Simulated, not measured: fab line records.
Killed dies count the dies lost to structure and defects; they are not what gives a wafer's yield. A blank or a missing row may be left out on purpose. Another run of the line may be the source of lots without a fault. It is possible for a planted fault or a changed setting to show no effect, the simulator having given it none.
fab line records	flow n5Finfet
record: lots: 4	wafers: 12	lastDay: 17
route steps=1938 shown BEOL_M6@1212
lots that met no fault: taken from a fault-free run of the same line
startH: the number of hours between the record's first day and the start of the first shown wafer of the lot	waitH: hours elapsed since this lot's preceding step	" identical to the entry in the row above	L1.1+2: a single row standing in for several wafers	- value missing, or start not given	* or withheld: withheld	< > ~ a bound
route shown NAME@n: names a module that has steps shown in the file, with the first one's number in the route	usual: average and standard deviation across the fault-free wafers	same: alike in all rows	chamber/n: place in a boat	sites: the reading at each site	_std_site: their standard deviation	_edge_site: outer sites' mean less inner sites'	radiusMm: for every site, how far away it sits from the centre of the wafer	mask NAME#n: copy n	behind: the most recent tool/chamber to have shaped the wafer	hold: why the lot was held/for how many hours/how that ended	device: transistor that didn't switch, given as n, p or np	end of line: the route-end tests of the same wafers	for a step that has no rows: nothing shown but its recipe	killed: count of dies lost to structure and defects at first sort (not the wafer's yield)	map: shows each die of a wafer: x if killed, . if not, _ if none is there
set.NAME: the setting the step ran with; set.NAME@STEP: the setting that earlier step ran with	model.NAME: the simulator's own value behind a step, which no gauge read
certain route steps with their lots: each step a table, each wafer a row
services: when a tool's chamber went out of use (startH, in hours from the record's first day, below 0 if earlier), for how many hours, and the reason
== steps ==
step: N5_BEOL_M6_ETCH_62
recipe: chemistry: N2/H2	target: SOC	targetDepthA: 1100	overetchA: 220	maskMaterial: SiARC	tempC: 40	timeS: 165	ionEnergyEv: 200	pressureMtorr: 30	sourceW: 840	biasW: 150	n2FlowSccm: 200	h2FlowSccm: 200
usual: biasW: 150.0/0.43	drypumpMotorCurrentA: 5.5/0.37	oesProductAu: 0.65/0.064	rfVppV: 523.9/2.7	showerheadPlenumPTorr: 2.54/0.095	throttleValvePct: 17.82/0.24
same: timeS: 165
lot.wafer	tool	chamber	startH	waitH	biasW	drypumpMotorCurrentA	oesProductAu	rfHoursCounterH	rfVppV	showerheadPlenumPTorr	throttleValvePct
L931.2	rieDiel-05	0	225.89	0.0	150.5	5.0	0.66	92	525.2	2.57	17.47
L931.3	"	3	"	"	150.2	5.7	0.73	36	529.3	2.70	17.69
L931.6	"	0	"	"	149.7	5.0	0.67	-	524.3	2.57	17.45
L932.3	rieDiel-02	0	235.22	0.0	150.8	5.7	0.59	220	519.4	2.43	18.13
L932.4	"	2	"	"	150.0	5.9	0.60	220	525.4	2.63	18.05
L932.6	"	3	"	"	149.7	5.4	0.72	-	524.6	2.56	17.62
L940.2	rieDiel-02	0	285.95	0.0	149.4	5.6	0.58	238	519.9	2.42	18.16
L940.5	"	1	"	"	150.0	4.9	0.69	-	524.6	2.57	17.51
L940.6	"	2	"	"	150.3	5.9	0.59	-	525.7	2.63	18.09
L945.3	rieDiel-05	0	312.59	0.0	149.7	5.0	0.65	121	525.1	2.56	17.50
L945.5	"	3	"	"	149.7	5.7	0.70	-	526.4	2.69	17.75
L945.6	"	0	"	"	149.4	4.9	0.64	-	523.9	2.56	17.50
step: N5_BEOL_M6_STRIP_68
recipe: chemistry: N2/H2	tempC: 40	n2FlowSccm: 200	h2FlowSccm: 200	rfFrequencyHz: 6e+07
step: N5_BEOL_M6_STRIP_67
recipe: chemistry: CF4	resist: SiARC	powerW: 300	biasPowerW: 75	pressureMtorr: 50	cf4FlowSccm: 150	rfFrequencyHz: 6e+07
usual: biasPowerW: 74.99/0.21	drypumpMotorCurrentA: 5.5/0.37	oesProductAu: 0.76/0.075	rfVppV: 271.1/1.8	showerheadPlenumPTorr: 1.80/0.065	throttleValvePct: 13.62/0.2
lot.wafer	tool	chamber	startH	waitH	biasPowerW	drypumpMotorCurrentA	oesProductAu	rfHoursCounterH	rfVppV	showerheadPlenumPTorr	throttleValvePct
L931.2	rieDiel-05	0	226.04	0.0	75.17	4.9	0.79	92	272.2	1.82	13.32
L931.3	"	3	"	"	74.83	5.7	0.87	36	271.7	1.89	13.38
L931.6	"	0	"	"	74.90	4.9	0.78	-	271.2	1.82	13.33
L932.3	rieDiel-02	0	235.37	0.0	74.55	5.7	0.70	220	269.0	1.70	13.68
L932.4	"	2	"	"	75.28	5.9	0.70	220	271.3	1.84	13.87
L932.6	"	3	"	"	75.08	5.4	0.86	-	272.7	1.84	13.57
L940.2	rieDiel-02	0	286.09	0.0	75.01	5.7	0.68	238	269.4	1.69	13.71
L940.5	"	1	"	"	74.77	5.0	0.82	-	270.7	1.83	13.36
L940.6	"	2	"	"	75.24	5.9	0.69	-	271.9	1.84	13.92
L945.3	rieDiel-05	0	312.73	0.0	75.28	4.9	0.75	121	270.1	1.82	13.39
L945.5	"	3	"	"	74.90	5.7	0.82	-	274.1	1.89	13.45
L945.6	"	0	"	"	74.95	4.9	0.76	-	272.7	1.82	13.40
step: N5_BEOL_M6_HM_OPEN_17
recipe: chemistry: Cl2/BCl3	targetDepthA: 200	overetchA: 60	target: TiN	maskMaterial: SOC	ionEnergyEv: 150	pressureMtorr: 10	icpW: 1000	biasW: 126	Cl2_flow_sccm: 53.25	bcl3FlowSccm: 21.75	Ar_flow_sccm: 25
step: N5_BEOL_M6_STRIP_19
recipe: chemistry: O2	powerW: 400	tempC: 40	pressureMtorr: 30	rfFrequencyHz: 6e+07	biasPowerW: 0	overashFraction: 0.2	o2FlowSccm: 225
usual: drypumpMotorCurrentA: 5.5/0.37	oesProductAu: 0.76/0.076	rfVppV: 3.6/0.57	showerheadPlenumPTorr: 2.08/0.085	throttleValvePct: 16.64/0.16
same: biasPowerW: 0
lot.wafer	tool	chamber	startH	waitH	drypumpMotorCurrentA	oesProductAu	rfHoursCounterH	rfVppV	showerheadPlenumPTorr	throttleValvePct
L931.2	rieDiel-02	0	226.20	0.1	5.7	0.69	216	3.4	1.98	16.72
L931.3	"	1	"	"	5.0	0.84	49	2.8	2.15	16.47
L931.6	"	0	"	"	5.7	0.70	-	4.7	1.98	16.72
L932.3	rieDiel-04	3	235.58	0.1	5.6	0.68	209	3.7	1.97	16.66
L932.4	"	1	"	"	5.3	0.70	230	4.1	2.15	16.88
L932.6	"	1	"	"	5.3	0.70	-	3.5	2.15	16.86
L940.2	rieDiel-02	1	286.25	0.1	4.9	0.81	72	3.6	2.14	16.49
L940.5	"	3	"	"	5.4	0.84	-	3.6	2.11	16.56
L940.6	"	0	"	"	5.6	0.68	-	3.9	1.98	16.76
L945.3	rieDiel-05	1	312.92	0.1	5.5	0.71	235	3.2	1.96	16.76
L945.5	"	0	"	"	5.0	0.75	-	3.9	2.10	16.36
L945.6	"	3	"	"	5.7	0.82	-	3.0	2.19	16.48
step: N5_BEOL_M6_CD_MEAS_18
recipe: pitchNm: 80	targetCdNm: 40
usual: cdNm: 39.5/0.6
lot.wafer	tool	chamber	startH	waitH	cdNm
L931.2	cdSem-02	-	226.27	0.1	39.0
L931.3	"	-	"	"	38.8
L931.6	"	-	"	"	39.1
L932.3	cdSem-02	-	235.65	0.1	39.8
L932.4	"	-	"	"	39.6
L932.6	"	-	"	"	39.0
L940.2	cdSem-03	-	286.32	0.1	39.7
L940.5	"	-	"	"	39.5
L940.6	"	-	"	"	38.7
L945.3	cdSem-02	-	312.99	0.1	39.8
L945.5	"	-	"	"	40.3
L945.6	"	-	"	"	39.1
step: N5_BEOL_M6_COAT_63
recipe: resist: SOC	tempC: 250	timeS: 60	spinRpm: 1500	resistThkNm: 60
step: N5_BEOL_M6_COAT_64
recipe: resist: SiARC	tempC: 220	timeS: 60	spinRpm: 1500	resistThkNm: 12
step: N5_BEOL_M6_COAT_71
recipe: resist: underlayer	tempC: 205	timeS: 60	spinRpm: 1500	resistThkNm: 5
step: N5_BEOL_M6_COAT_22
recipe: resist: CAR-EUV	spinRpm: 1500	resistThkNm: 30
step: N5_BEOL_M6_EBR_24
recipe: solvent: PGMEA	ebrWidthMm: 1.5
step: N5_BEOL_M6_SOFTBAKE_23
recipe: tempC: 110	timeS: 60	resist: CAR-EUV
step: N5_BEOL_M6_EXPOSE_25
recipe: maskId: V5	na: 0.33	sourceShape: annular	sigmaInner: 0.4	sigmaOuter: 0.8	polarization: unpolarized	targetCdNm: 40	doseMj: 45
same: sigmaInner: 0.4
lot.wafer	tool	chamber	startH	waitH	mask
L931.2+3+6	euvScanner-01	0	226.45	-	V5#0
L932.3+4+6	euvScanner-02	0	235.96	-	V5#0
L940.2+5+6	euvScanner-02	0	287.15	-	V5#0
L945.3+5+6	euvScanner-02	0	313.18	-	V5#0
step: N5_BEOL_M6_PEB_26
recipe: pebTempC: 100	pebTimeS: 60	resist: CAR-EUV
step: N5_BEOL_M6_DEVELOP_27
recipe: developTimeS: 30	developer: TMAH	resist: CAR-EUV	rinseLiquid: surfactantRinse	dry: airSpin	devTempC: 23
step: N5_BEOL_M6_CD_MEAS_28
recipe: targetCdNm: 40	landingEnergyEv: 500	detector: seInlens
usual: cdNm: 39.98/0.22
lot.wafer	tool	chamber	startH	waitH	cdNm
L931.2	cdSem-03	0	226.58	-	39.87
L931.3	"	0	"	"	40.46
L931.6	"	0	"	"	40.52
L932.3	cdSem-02	0	236.08	-	39.81
L932.4	"	0	"	"	39.83
L932.6	"	0	"	"	40.38
L940.2	cdSem-03	0	287.28	-	39.59
L940.5	"	0	"	"	40.02
L940.6	"	0	"	"	39.96
L945.3	cdSem-01	0	313.30	-	39.99
L945.5	"	0	"	"	39.98
L945.6	"	0	"	"	39.97
step: N5_BEOL_M6_OVL_MEAS_29
recipe: pointsPerWafer: 522
usual: V5_OVL: 0.0/0.63
lot.wafer	tool	chamber	startH	waitH	V5_OVL[nm]
L931.2	overlay-02	0	226.62	0.0	0.0
L931.3	"	0	"	"	0.4
L931.6	"	0	"	"	-0.8
L932.3	overlay-01	0	236.12	0.0	-0.7
L932.4	"	0	"	"	-1.0
L932.6	"	0	"	"	-0.9
L940.2	overlay-01	0	287.31	0.0	-0.1
L940.5	"	0	"	"	1.4
L940.6	"	0	"	"	1.3
L945.3	overlay-02	0	313.34	0.0	0.6
L945.5	"	0	"	"	0.9
L945.6	"	0	"	"	0.0
step: N5_BEOL_M6_INSPECT_30
recipe: mode: adi	inspectInstrument: brightfield
usual: rawDefectCount: 432/91
lot.wafer	tool	chamber	startH	waitH	rawDefectCount
L931.2	defectInspect-01	-	226.67	0.0	477
L931.3	"	-	"	"	376
L931.6	"	-	"	"	422
L932.3	defectInspect-01	-	236.17	0.0	460
L932.4	"	-	"	"	416
L932.6	"	-	"	"	535
L940.2	defectInspect-02	-	287.36	0.0	391
L940.5	"	-	"	"	365
L940.6	"	-	"	"	360
L945.3	defectInspect-01	-	313.40	0.1	400
L945.5	"	-	"	"	332
L945.6	"	-	"	"	486
step: N5_BEOL_M6_DESCUM_33
recipe: chemistry: O2	timeS: 7	sourcePowerW: 50	biasPowerW: 20	pressureMtorr: 20	rfFrequencyHz: 2.712e+07	tempC: 40	resist: CAR-EUV	o2FlowSccm: 225
usual: biasPowerW: 20.00/0.061	drypumpMotorCurrentA: 5.5/0.38	oesProductAu: 0.76/0.081	rfVppV: 242.9/1.5	showerheadPlenumPTorr: 2.07/0.089	throttleValvePct: 20.37/0.13
same: timeS: 7
lot.wafer	tool	chamber	startH	waitH	biasPowerW	drypumpMotorCurrentA	oesProductAu	rfHoursCounterH	rfVppV	showerheadPlenumPTorr	throttleValvePct
L931.2	rieDiel-04	0	227.91	1.2	20.12	5.9	0.69	207	240.8	1.97	20.50
L931.3	"	2	"	"	19.94	4.8	0.86	53	242.3	2.05	20.41
L931.6	"	2	"	"	20.08	4.8	0.86	-	241.3	2.05	20.38
L932.3	rieDiel-04	2	236.97	0.8	19.97	4.8	0.86	57	241.7	2.05	20.39
L932.4	"	0	"	"	19.97	5.8	0.69	212	243.3	1.97	20.52
L932.6	"	0	"	"	19.98	5.8	0.69	-	241.2	1.97	20.53
L940.2	rieDiel-02	2	287.81	0.4	20.00	5.9	0.68	238	242.8	2.14	20.51
L940.5	"	2	"	"	20.12	5.9	0.68	-	244.9	2.14	20.52
L940.6	"	3	"	"	19.98	5.4	0.85	-	243.1	2.11	20.32
L945.3	rieDiel-04	1	313.47	0.1	20.03	5.3	0.98	2	245.0	2.14	20.30
L945.5	"	3	"	"	20.01	5.6	0.67	-	241.0	1.96	20.37
L945.6	"	0	"	"	20.06	5.9	0.66	-	241.8	1.96	20.57
step: N5_BEOL_M6_ETCH_72
recipe: chemistry: N2/H2	target: underlayer	targetDepthA: 65	maskMaterial: CAR-EUV	timeS: 5.2	ionEnergyEv: 200	pressureMtorr: 30	sourceW: 840	biasW: 150	n2FlowSccm: 200	h2FlowSccm: 200	ends: cleared
step: N5_BEOL_M6_ETCH_65
recipe: chemistry: CF4	target: SiARC	targetDepthA: 156	maskMaterial: CAR-EUV	timeS: 26	ionEnergyEv: 80	pressureMtorr: 40	sourceW: 545	biasW: 36	Ar_flow_sccm: 100	cf4FlowSccm: 100	ends: cleared
usual: biasW: 36.00/0.1	drypumpMotorCurrentA: 5.5/0.38	etchRfOnTimeS: 26.4/0.45	oesProductAu: 0.64/0.067	rfVppV: 183.8/1.2	showerheadPlenumPTorr: 2.13/0.081	throttleValvePct: 15.64/0.19
lot.wafer	tool	chamber	startH	waitH	biasW	drypumpMotorCurrentA	etchRfOnTimeS	oesProductAu	rfHoursCounterH	rfVppV	showerheadPlenumPTorr	throttleValvePct	model.BEOL_M6.cdNm
L931.2	rieDiel-04	0	227.96	0.0	36.03	5.9	26.3	0.59	207	183.0	2.05	15.86	40.4
L931.3	"	2	"	"	36.05	4.8	25.8	0.74	53	183.4	2.09	15.48	40.4
L931.6	"	2	"	"	36.03	4.8	25.9	0.74	-	183.6	2.09	15.49	40.6
L932.3	rieDiel-04	2	237.02	0.0	36.07	4.8	26.0	0.74	57	182.7	2.09	15.51	39.8
L932.4	"	0	"	"	36.09	5.8	26.4	0.59	212	181.2	2.04	15.85	40
L932.6	"	0	"	"	36.23	5.9	26.3	0.58	-	184.7	2.04	15.84	40
L940.2	rieDiel-02	2	287.87	0.0	35.96	5.9	25.4	0.60	238	184.1	2.20	15.90	40.2
L940.5	"	2	"	"	36.20	5.9	25.3	0.60	-	186.1	2.20	15.91	40.4
L940.6	"	3	"	"	35.97	5.4	25.8	0.72	-	183.9	2.18	15.60	40
L945.3	rieDiel-04	1	313.52	0.0	36.03	5.3	25.4	0.84	2	184.2	2.20	15.45	40
L945.5	"	3	"	"	36.01	5.6	26.6	0.57	-	183.3	2.03	15.75	40.2
L945.6	"	0	"	"	35.97	5.9	26.3	0.57	-	184.0	2.03	15.91	39.8
step: N5_BEOL_M6_ETCH_66
recipe: chemistry: N2/H2	target: SOC	targetDepthA: 800	overetchA: 160	maskMaterial: SiARC	tempC: 40	timeS: 120	ionEnergyEv: 200	pressureMtorr: 30	sourceW: 840	biasW: 150	n2FlowSccm: 200	h2FlowSccm: 200
usual: biasW: 150.0/0.47	drypumpMotorCurrentA: 5.5/0.38	oesProductAu: 0.58/0.058	rfVppV: 523.2/2.9	showerheadPlenumPTorr: 2.52/0.1	throttleValvePct: 17.81/0.22
same: timeS: 120
lot.wafer	tool	chamber	startH	waitH	biasW	drypumpMotorCurrentA	oesProductAu	rfHoursCounterH	rfVppV	showerheadPlenumPTorr	throttleValvePct
L931.2	rieDiel-04	0	227.99	0.0	149.3	5.9	0.53	207	520.7	2.42	18.02
L931.3	"	2	"	"	149.0	4.8	0.65	53	520.5	2.47	17.59
L931.6	"	2	"	"	149.7	4.8	0.66	-	522.9	2.47	17.58
L932.3	rieDiel-04	2	237.04	0.0	150.0	4.8	0.65	57	521.5	2.47	17.60
L932.4	"	0	"	"	151.1	5.8	0.53	212	519.5	2.41	18.03
L932.6	"	0	"	"	150.8	5.9	0.53	-	519.3	2.42	18.01
L940.2	rieDiel-02	2	287.89	0.0	149.9	5.9	0.53	238	525.2	2.63	18.08
L940.5	"	2	"	"	149.7	5.9	0.52	-	525.3	2.63	18.08
L940.6	"	3	"	"	149.7	5.4	0.64	-	523.7	2.56	17.63
L945.3	rieDiel-04	1	313.55	0.0	150.0	5.3	0.74	2	525.8	2.59	17.63
L945.5	"	3	"	"	150.2	5.7	0.52	-	520.2	2.40	17.91
L945.6	"	0	"	"	150.3	5.9	0.52	-	519.0	2.40	18.09
== services ==
tool	chamber	startH	hours	kind
euvScanner-02	-	210.41	1.0	pm
rieDiel-04	-	212.45	14.6	pm
rieDiel-05	0	213.96	11.5	repair
rieDiel-05	-	227.23	15.6	pm
euvScanner-02	-	240.17	4.6	pm
rieDiel-05	1	253.43	2.5	repair
euvScanner-01	-	257.82	1.0	pm
euvScanner-02	-	266.60	1.0	pm
rieDiel-02	-	273.16	0.6	repair
euvScanner-02	-	278.17	1.6	repair
rieDiel-05	-	278.82	0.5	repair
euvScanner-01	0	281.26	-	calibration
rieDiel-05	2	282.21	3.3	repair
euvScanner-01	-	286.79	4.6	pm
rieDiel-04	1	289.29	-	clean
rieDiel-04	1	289.29	-	consumableReplace:focusRing
rieDiel-04	1	289.29	17.8	scheduledDown
rieDiel-04	1	289.29	17.8	ventCycle
rieDiel-02	3	310.74	16.3	repair
== key ==
firstSign none at tools or gauges
modelEffect: step: N5_BEOL_M6_ETCH_65	value: BEOL_M6.cdNm	without: 40.13	struck: 40.47
metAt N5_BEOL_M6_EXPOSE_25
struckWafers L931.2,L931.3,L931.6
loopTrim: step: N5_BEOL_M6_EXPOSE_25	setting: dose	lots: L931
fault: kind: processParameterDrift	tool: euvScanner-01	chamber: -	onsetH: 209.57	steps: N5_BEOL_M6_EXPOSE_25	channel: doseMj	offset: 0.90982	shape: step	actsIn: theseRecipesOnly	stated: 45
loopTrim: a control loop set the setting to another value than it would have without faults
